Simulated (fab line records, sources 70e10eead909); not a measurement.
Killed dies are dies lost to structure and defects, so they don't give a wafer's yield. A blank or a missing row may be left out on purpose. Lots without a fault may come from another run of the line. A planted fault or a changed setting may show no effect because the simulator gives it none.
Which tool did it? | flow nand_harc | 24 lots, 72 wafers sampled, at 4 steps of a route of 1159

WHAT THE GAUGES READ, wafer by wafer
NHARC_A_CONTACT_CD_MEAS_42: target cd 200 nm. Usual: cd_nm 199.7 nm, standard deviation 0.45.
lot  | measured     | on        | cd_nm (nm)        | flag
L074 | day 16 06:31 | cd_sem-02 | 200.5 199.8 199.6 |
L075 | day 16 05:26 | cd_sem-01 | 199.5 199.4 200.1 |
L077 | day 16 11:28 | cd_sem-01 | 199.6 200.0 199.9 |
L076 | day 16 11:49 | cd_sem-01 | 200.4 199.4 199.7 |
L079 | day 17 04:10 | cd_sem-03 | 200.4 200.4 200.5 |
L078 | day 17 04:27 | cd_sem-03 | 199.2 199.7 199.3 |
L081 | day 18 04:46 | cd_sem-02 | 199.0 198.8 199.2 |
L080 | day 18 06:14 | cd_sem-03 | 199.8 199.5 200.3 |
L082 | day 19 02:11 | cd_sem-03 | 199.7 200.1 199.8 |
L084 | day 19 01:19 | cd_sem-01 | 199.6 199.8 199.3 |
L085 | day 18 19:23 | cd_sem-02 | 199.9 199.0 199.8 |
L083 | day 19 07:14 | cd_sem-02 | 199.9 199.5 199.7 |
L087 | day 19 14:29 | cd_sem-01 | 199.3 199.4 199.5 |
L089 | day 19 20:16 | cd_sem-01 | 200.0 200.0 200.3 |
L086 | day 19 19:49 | cd_sem-01 | 199.0 198.8 199.4 |
L088 | day 19 22:53 | cd_sem-01 | 200.3 199.6 199.7 |
L091 | day 20 10:17 | cd_sem-02 | 200.3 199.5 200.5 |
L092 | day 20 08:54 | cd_sem-02 | 200.4 199.9 199.0 |
L090 | day 20 06:09 | cd_sem-01 | 199.0 199.3 199.5 |
L093 | day 21 03:01 | cd_sem-01 | 199.4 199.4 199.7 |
L094 | day 20 21:37 | cd_sem-01 | 199.2 199.9 199.4 |
L096 | day 21 16:49 | cd_sem-03 | 199.6 199.6 200.0 |
L095 | day 21 18:58 | cd_sem-03 | 199.0 199.8 199.8 |
L097 | day 22 05:42 | cd_sem-03 | 199.0 199.6 199.4 |

WHICH TOOL RAN EACH LOT (tool, then ch and the chambers of the sampled wafers, then the start)
lot  | NHARC_A_SLIT_ETCH_29               | NHARC_A_WL_FILL_ETCHBACK_26      | NHARC_A_WL_FILL_ALD_19
L074 | rie_diel-02 ch 0,2, day 14 09:47   | rie_si-01 ch 0,2,3, day 15 18:07 | ald_metal-03 ch 0,2,3, day 15 18:23
L075 | rie_diel-02 ch 0,3, day 14 11:28   | rie_si-02 ch 0,2, day 15 18:07   | ald_metal-02 ch 0,1,2, day 15 18:22
L077 | rie_diel-07 ch 0,1,3, day 14 17:55 | rie_si-05 ch 2,3, day 15 23:45   | ald_metal-03 ch 1,2, day 16 00:01
L076 | rie_diel-09 ch 1,3, day 14 18:37   | rie_si-02 ch 0,1,2, day 15 23:45 | ald_metal-02 ch 0,2, day 16 00:01
L079 | rie_diel-07 ch 0,1,3, day 15 10:00 | rie_si-02 ch 1,2,3, day 16 18:08 | ald_metal-01 ch 0,3, day 16 18:23
L078 | rie_diel-02 ch 0,2, day 15 10:25   | rie_si-01 ch 0,1, day 16 18:07   | ald_metal-03 ch 0,2, day 16 18:25
L081 | rie_diel-07 ch 0,1,3, day 16 10:57 | rie_si-02 ch 0,1,3, day 17 18:27 | ald_metal-02 ch 0,2,3, day 17 18:43
L080 | rie_diel-02 ch 0,1, day 16 11:25   | rie_si-01 ch 1,3, day 17 18:27   | ald_metal-03 ch 0,2, day 17 18:44
L082 | rie_diel-07 ch 1,3, day 17 01:03   | rie_si-02 ch 0,2,3, day 18 12:13 | ald_metal-01 ch 1,2,3, day 18 12:28
L084 | rie_diel-09 ch 0,1,3, day 17 01:04 | rie_si-01 ch 1,2,3, day 18 12:14 | ald_metal-03 ch 0,1,2, day 18 12:31
L085 | rie_diel-02 ch 0,1,2, day 17 02:41 | rie_si-02 ch 0,2,3, day 18 09:25 | ald_metal-02 ch 0,2,3, day 18 09:42
L083 | rie_diel-09 ch 1,3, day 17 02:59   | rie_si-02 ch 0,2,3, day 18 15:41 | ald_metal-02 ch 0,2, day 18 15:56
L087 | rie_diel-09 ch 0,2,3, day 17 16:00 | rie_si-02 ch 0,1,3, day 19 01:20 | ald_metal-01 ch 1,2, day 19 01:37
L089 | rie_diel-09 ch 0,3, day 18 01:25   | rie_si-02 ch 0,3, day 19 09:09   | ald_metal-03 ch 2,3, day 19 09:26
L086 | rie_diel-02 ch 0,2, day 18 02:16   | rie_si-05 ch 2,3, day 19 09:10   | ald_metal-02 ch 1,2, day 19 09:26
L088 | rie_diel-09 ch 1,2, day 18 03:05   | rie_si-01 ch 2,3, day 19 09:10   | ald_metal-01 ch 1,3, day 19 09:26
L091 | rie_diel-09 ch 1,2,3, day 18 11:48 | rie_si-05 ch 0,1,3, day 19 22:33 | ald_metal-03 ch 0,1,3, day 19 22:49
L092 | rie_diel-07 ch 1,2,3, day 18 13:28 | rie_si-02 ch 0,3, day 19 22:33   | ald_metal-02 ch 0,1,3, day 19 22:51
L090 | rie_diel-02 ch 0,1,3, day 18 14:19 | rie_si-05 ch 1,2,3, day 19 20:26 | ald_metal-02 ch 0,2,3, day 19 20:43
L093 | rie_diel-02 ch 0,1,2, day 19 06:29 | rie_si-02 ch 1,2,3, day 20 11:43 | ald_metal-02 ch 0,1,3, day 20 11:59
L094 | rie_diel-02 ch 0,2,3, day 19 08:08 | rie_si-05 ch 0,1,2, day 20 11:45 | ald_metal-03 ch 0,2,3, day 20 12:02
L096 | rie_diel-02 ch 0,2,3, day 19 15:40 | rie_si-05 ch 0,2,3, day 20 23:07 | ald_metal-02 ch 1,2, day 20 23:23
L095 | rie_diel-09 ch 0,1,2, day 19 16:34 | rie_si-02 ch 0,1,3, day 20 23:09 | ald_metal-01 ch 1,3, day 20 23:23
L097 | rie_diel-07 ch 0,2,3, day 20 14:05 | rie_si-02 ch 0,1,3, day 21 18:34 | ald_metal-02 ch 1,2, day 21 18:50
- NHARC_A_SLIT_ETCH_29: etches the open film in CF4/O2, target depth 100 nm, overetch 10 nm, time 55 s.
- NHARC_A_WL_FILL_ETCHBACK_26: etches the open film in HBr, target depth 52 nm, time 13.3 s.
- NHARC_A_WL_FILL_ALD_19: deposits TiN, target thk 2 nm, pulse time 3 s, ald cycles 100.

WHAT THE TOOLS THEMSELVES READ (means of the sampled wafers that have a number; where no wafer has one, the mark that the record gives instead)
NHARC_A_SLIT_ETCH_29. Usual: drypump_motor_current_A 5.8 A, standard deviation 0.34; oes_f_703_au 1.000 a.u., standard deviation 0.0045; oes_product_au 1.000 a.u., standard deviation 0.0098; rf_vpp_V 198.0 V, standard deviation 1.3; showerhead_plenum_p_Torr 1.35 Torr, standard deviation 0.06; throttle_valve_pct 13.398 %, standard deviation 0.0095.
lot  | tool        | drypump_motor_current_A (A) | oes_f_703_au (a.u.) | oes_product_au (a.u.) | rf_vpp_V (V) | showerhead_plenum_p_Torr (Torr) | throttle_valve_pct (%) | flag
L074 | rie_diel-02 | 5.6                         | 1.001               | 1.006                 | 199.6        | 1.41                            | 13.401                 |
L075 | rie_diel-02 | 5.6                         | 1.001               | 0.996                 | 197.5        | 1.34                            | 13.400                 |
L077 | rie_diel-07 | 5.6                         | 1.002               | 0.992                 | 197.7        | 1.31                            | 13.403                 |
L076 | rie_diel-09 | 6.0                         | 1.001               | 1.008                 | 198.4        | 1.38                            | 13.388                 |
L079 | rie_diel-07 | 5.6                         | 1.000               | 0.998                 | 197.5        | 1.31                            | 13.403                 |
L078 | rie_diel-02 | 5.5                         | 0.998               | 1.004                 | 199.4        | 1.41                            | 13.397                 |
L081 | rie_diel-07 | 5.6                         | 0.999               | 0.998                 | 197.3        | 1.31                            | 13.390                 |
L080 | rie_diel-02 | 5.7                         | 1.002               | 1.011                 | 198.5        | 1.35                            | 13.396                 |
L082 | rie_diel-07 | 5.9                         | 1.003               | 0.996                 | 197.0        | 1.29                            | 13.399                 |
L084 | rie_diel-09 | 6.1                         | 0.998               | 1.009                 | 199.4        | 1.39                            | 13.400                 |
L085 | rie_diel-02 | 5.6                         | 0.999               | 1.007                 | 198.3        | 1.35                            | 13.392                 |
L083 | rie_diel-09 | 6.0                         | 0.991               | 1.013                 | 198.8        | 1.38                            | 13.401                 |
L087 | rie_diel-09 | 5.8                         | 1.001               | 1.006                 | 197.8        | 1.34                            | 13.401                 |
L089 | rie_diel-09 | 6.1                         | 1.001               | 1.002                 | 198.9        | 1.39                            | 13.392                 |
L086 | rie_diel-02 | 5.6                         | 1.001               | 1.006                 | 199.9        | 1.40                            | 13.400                 |
L088 | rie_diel-09 | 5.5                         | 0.998               | 0.995                 | 197.1        | 1.31                            | 13.413                 |
L091 | rie_diel-09 | 5.8                         | 1.000               | 1.000                 | 197.8        | 1.35                            | 13.406                 |
L092 | rie_diel-07 | 6.0                         | 1.000               | 0.995                 | 197.7        | 1.32                            | 13.386                 |
L090 | rie_diel-02 | 5.7                         | 1.000               | 0.998                 | 198.2        | 1.32                            | 13.401                 |
L093 | rie_diel-02 | 5.7                         | 1.002               | 1.007                 | 197.9        | 1.35                            | 13.394                 |
L094 | rie_diel-02 | 5.6                         | 1.003               | 0.998                 | 198.9        | 1.37                            | 13.400                 |
L096 | rie_diel-02 | 5.6                         | 1.001               | 0.998                 | 197.9        | 1.37                            | 13.401                 |
L095 | rie_diel-09 | 5.9                         | 1.002               | 1.001                 | 198.1        | 1.36                            | 13.389                 |
L097 | rie_diel-07 | 5.9                         | 1.003               | 0.999                 | 197.6        | 1.32                            | 13.404                 |

NHARC_A_WL_FILL_ETCHBACK_26. Usual: drypump_motor_current_A 5.7 A, standard deviation 0.4; oes_product_au 1.001 a.u., standard deviation 0.0091; throttle_valve_pct 23.266 %, standard deviation 0.009.
lot  | tool      | drypump_motor_current_A (A) | oes_product_au (a.u.) | throttle_valve_pct (%) | flag
L074 | rie_si-01 | 5.5                         | 0.985                 | 23.261                 |
L075 | rie_si-02 | 6.0                         | 0.999                 | 23.269                 |
L077 | rie_si-05 | 6.2                         | 0.997                 | 23.275                 |
L076 | rie_si-02 | 6.0                         | 1.005                 | 23.264                 |
L079 | rie_si-02 | 5.9                         | 0.997                 | 23.266                 |
L078 | rie_si-01 | 5.4                         | 1.003                 | 23.267                 |
L081 | rie_si-02 | 5.8                         | 1.006                 | 23.258                 |
L080 | rie_si-01 | 5.4                         | 0.996                 | 23.266                 |
L082 | rie_si-02 | 5.8                         | 0.995                 | 23.264                 |
L084 | rie_si-01 | 5.3                         | 0.995                 | 23.269                 |
L085 | rie_si-02 | 5.8                         | 1.002                 | 23.271                 |
L083 | rie_si-02 | 5.8                         | 1.004                 | 23.263                 |
L087 | rie_si-02 | 5.8                         | 0.996                 | 23.259                 |
L089 | rie_si-02 | 5.7                         | 1.012                 | 23.271                 |
L086 | rie_si-05 | 5.7                         | 1.015                 | 23.273                 |
L088 | rie_si-01 | 5.3                         | 0.996                 | 23.271                 |
L091 | rie_si-05 | 5.9                         | 0.998                 | 23.264                 |
L092 | rie_si-02 | 5.7                         | 1.005                 | 23.270                 |
L090 | rie_si-05 | 5.8                         | 1.007                 | 23.260                 |
L093 | rie_si-02 | 5.9                         | 1.000                 | 23.265                 |
L094 | rie_si-05 | 5.4                         | 1.008                 | 23.261                 |
L096 | rie_si-05 | 5.8                         | 1.006                 | 23.265                 |
L095 | rie_si-02 | 5.8                         | 1.004                 | 23.261                 |
L097 | rie_si-02 | 5.8                         | 1.011                 | 23.265                 |

NHARC_A_WL_FILL_ALD_19. Usual: heater_power_w 1068 W, standard deviation 78; precursor_pulse_height_rel 1.000, standard deviation 0.019.
lot  | tool         | heater_power_w (W) | precursor_pulse_height_rel | flag
L074 | ald_metal-03 | 979                | 0.995                      |
L075 | ald_metal-02 | 1102               | 1.023                      |
L077 | ald_metal-03 | 997                | 1.006                      |
L076 | ald_metal-02 | 1072               | 0.989                      |
L079 | ald_metal-01 | 1049               | 1.020                      |
L078 | ald_metal-03 | 993                | 1.010                      |
L081 | ald_metal-02 | 1079               | 1.013                      |
L080 | ald_metal-03 | 979                | 0.991                      |
L082 | ald_metal-01 | 1134               | 0.999                      |
L084 | ald_metal-03 | 1015               | 1.002                      |
L085 | ald_metal-02 | 1075               | 0.996                      |
L083 | ald_metal-02 | 1107               | 1.007                      |
L087 | ald_metal-01 | 1206               | 0.993                      |
L089 | ald_metal-03 | 971                | 1.011                      |
L086 | ald_metal-02 | 1146               | 1.016                      |
L088 | ald_metal-01 | 1193               | 1.010                      |
L091 | ald_metal-03 | 1006               | 0.997                      |
L092 | ald_metal-02 | 1088               | 0.999                      |
L090 | ald_metal-02 | 1074               | 1.018                      |
L093 | ald_metal-02 | 1077               | 1.002                      |
L094 | ald_metal-03 | 984                | 1.015                      |
L096 | ald_metal-02 | 1138               | 0.994                      |
L095 | ald_metal-01 | 1221               | 1.027                      |
L097 | ald_metal-02 | 1144               | 0.999                      |

THE ANSWER, worked out from the rows above alone
Rule: a lot is off if the mean of its wafers that have a number lies more than 3 standard deviations from the usual mean. A lot without any number at a reading at which 4 lots or more have one is off too. The other lots that the step has rows for count as sound. The gauges are gone through in route order, then the tools' own readings, and for those a lot's mean is taken as printed above. The first step at which some lot is off is used, and at that step the reading that is off furthest; a lot without a number counts as furthest.
No lot is off at any reading shown: from this, nothing can be told.

WHAT THE SIMULATOR HAD PUT IN
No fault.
